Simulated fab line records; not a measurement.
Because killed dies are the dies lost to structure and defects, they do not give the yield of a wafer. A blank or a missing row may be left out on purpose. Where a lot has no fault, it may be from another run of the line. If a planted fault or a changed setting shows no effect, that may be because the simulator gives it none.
Split-lot experiment -- flow n5-finfet -- on a route of 1938 steps: 7 lots, 21 wafers read

THE SPLIT ITSELF
At N5_PASSIVATION_AL_DEP_21 (deposits Al, target thk 2800 nm, time 170 s), the setting time-s was moved away from the recipe's 170 s on 9 of the 21 wafers read, by -11.9% to +11.9%. This setting was run at the recipe's value on the other wafers.

Reading taken at the split's own step.

THE READING
Al_of_PASSIVATION_AL_DEP_21.thk-nm (the simulator's own value, which no gauge read), in nm, at N5_PASSIVATION_AL_DEP_21 (deposits Al, target thk 2800 nm, time 170 s). No usual value for it is given in the file. The 12 wafers here that ran the recipe average 2803 nm, standard deviation 20 nm.

wafer,"tool, chamber at the split","time-s as run, s",against the recipe,"Al_of_PASSIVATION_AL_DEP_21.thk-nm, nm",against lot-mates on the recipe
L074.1,"pvd-sputter-03, -",152,-10.6%,2466,-329
L074.2,"pvd-sputter-03, -",170,recipe,2795,-
L074.4,"pvd-sputter-03, -",152,-10.6%,2455,-340
L081.2,"pvd-sputter-03, -",190.2,+11.9%,3146,no lot-mate on the recipe
L081.3,"pvd-sputter-03, -",190.2,+11.9%,3214,no lot-mate on the recipe
L081.5,"pvd-sputter-03, -",190.2,+11.9%,3227,no lot-mate on the recipe
L088.2,"pvd-sputter-02, -",177.2,+4.2%,2877,+70
L088.3,"pvd-sputter-02, -",177.2,+4.2%,2907,+100
L088.6,"pvd-sputter-02, -",170,recipe,2807,-
L089.2,"pvd-sputter-01, -",170,recipe,2835,-
L089.3,"pvd-sputter-01, -",170,recipe,2795,-
L089.4,"pvd-sputter-01, -",149.7,-11.9%,2444,-371
L091.2,"pvd-sputter-02, -",170,recipe,2838,-
L091.4,"pvd-sputter-02, -",185.2,+8.9%,3117,+302
L091.5,"pvd-sputter-02, -",170,recipe,2791,-
L094.1,"pvd-sputter-01, -",170,recipe,2828,-
L094.4,"pvd-sputter-01, -",170,recipe,2796,-
L094.6,"pvd-sputter-01, -",170,recipe,2771,-
L096.1,"pvd-sputter-03, -",170,recipe,2778,-
L096.4,"pvd-sputter-03, -",170,recipe,2795,-
L096.6,"pvd-sputter-03, -",170,recipe,2811,-

FIT RESULTS
A straight line over all 21 wafers: Al_of_PASSIVATION_AL_DEP_21.thk-nm changes by +32.1 nm for each +1% of time-s; r = +0.99; the points scatter about the line by 28 nm.
The same after taking each lot's own level away (the mean of its wafers on the recipe; 18 wafers): +30.8 nm for each +1%; r = +0.99; scatter 24 nm.
Per that fit: largest time-s move, reading shift of 3.7e+02 nm.
The span of the lots' own levels, 2794.7 to 2815.0 nm, comes to 1.0 times the standard deviation stated above.
So the lot-to-lot level changes the slope little: the two slopes agree.
Check: with one of the wafers moved furthest among these (-11.9%) left out of the fit, the line predicts -373 nm for it against its lot-mates. It came out at -371 nm against them.

THESE WAFERS: OTHER SPLITS
Before the reading, these wafers also passed through other splits. Each is held against what the fit with the lots' levels taken away leaves over:
other split on the same wafers,wafers away from the commonest value,r with Al_of_PASSIVATION_AL_DEP_21.thk-nm (lot level and that fit taken away)
N5_BEOL_M15_DEVELOP_27 develop-time-s,7,+0.15
N5_PASSIVATION_VIA_ETCH_13 bias-w,7,+0.00

FILE'S OWN FIT
Al_of_PASSIVATION_AL_DEP_21.thk-nm changes by +31.3 nm for each +1% of time-s, r = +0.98.
